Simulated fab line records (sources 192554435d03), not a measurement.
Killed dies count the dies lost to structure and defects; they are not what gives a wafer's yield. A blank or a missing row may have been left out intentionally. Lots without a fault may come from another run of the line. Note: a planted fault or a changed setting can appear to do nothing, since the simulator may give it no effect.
Matching of chambers ; flow n5-finfet ; rie-diel-02 running N5_BEOL_M8_ETCH_65: 4 sister chambers
The step etches SiARC in CF4, target depth 15.6 nm, time 26 s. 14 wafers are shown with their chamber, then 7 later ones without.

== WAFERS PAIRED WITH THEIR CHAMBERS ==
wafer;chamber;showerhead-plenum-p-Torr (Torr);etch-rf-on-time-s (s);rf-vpp-V (V)
L078.1;3;2.09;25.0;183.8
L078.5;2;2.18;26.5;183.5
L078.6;3;2.09;25.0;183.5
L081.2;2;2.18;26.6;185.1
L081.3;0;2.21;26.4;185.2
L081.6;2;2.18;26.6;185.1
L080.3;2;2.17;26.6;185.5
L080.4;2;2.18;26.6;184.1
L080.5;1;2.03;26.2;182.0
L088.4;2;2.17;26.3;187.3
L088.5;1;2.02;26.1;181.8
L088.6;3;2.09;24.6;184.4
L092.1;1;2.02;26.4;182.5
L092.2;0;2.20;25.8;184.2

SIGNATURES, as means of the wafers listed above
reading;chamber 0;chamber 1;chamber 2;chamber 3;scatter within a chamber
showerhead-plenum-p-Torr;2.2050;2.0233;2.1767;2.0900;0.005
etch-rf-on-time-s;26.100;26.233;26.533;24.867;0.202
rf-vpp-V;184.700;182.100;185.100;183.900;0.987
Rule: for each reading, subtract the chamber's mean from the wafer's reading, divide by that reading's scatter and square the result; add these up over the readings and take the root, which gives the wafer's distance from the chamber. If the next closest chamber is less than 2 further off than the closest, the wafer can't be placed; otherwise it belongs to the closest. The scatter: take each reading less its chamber's mean, square it, sum over the shown wafers, divide by the number of wafers less the number of chambers, and take the root.

== WAFERS WITHOUT THEIR CHAMBER ==
wafer;showerhead-plenum-p-Torr (Torr);etch-rf-on-time-s (s);rf-vpp-V (V)
L092.3;2.08;25.0;182.4
L093.2;2.17;26.4;184.7
L093.4;2.20;25.8;183.8
L093.5;2.17;26.4;185.0
L096.2;2.16;26.9;183.8
L096.4;2.27;26.3;186.3
L096.5;2.16;26.8;184.4

== WHICH CHAMBER EACH WENT THROUGH ==
wafer;from the rows above;in truth
L092.3;3;3
L093.2;2;2
L093.4;0;0
L093.5;2;2
L096.2;2;2
L096.4;0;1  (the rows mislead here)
L096.5;2;2
Correctly placed: 6 of 7. Can't be placed from these rows: 0. 1 placed wrongly.
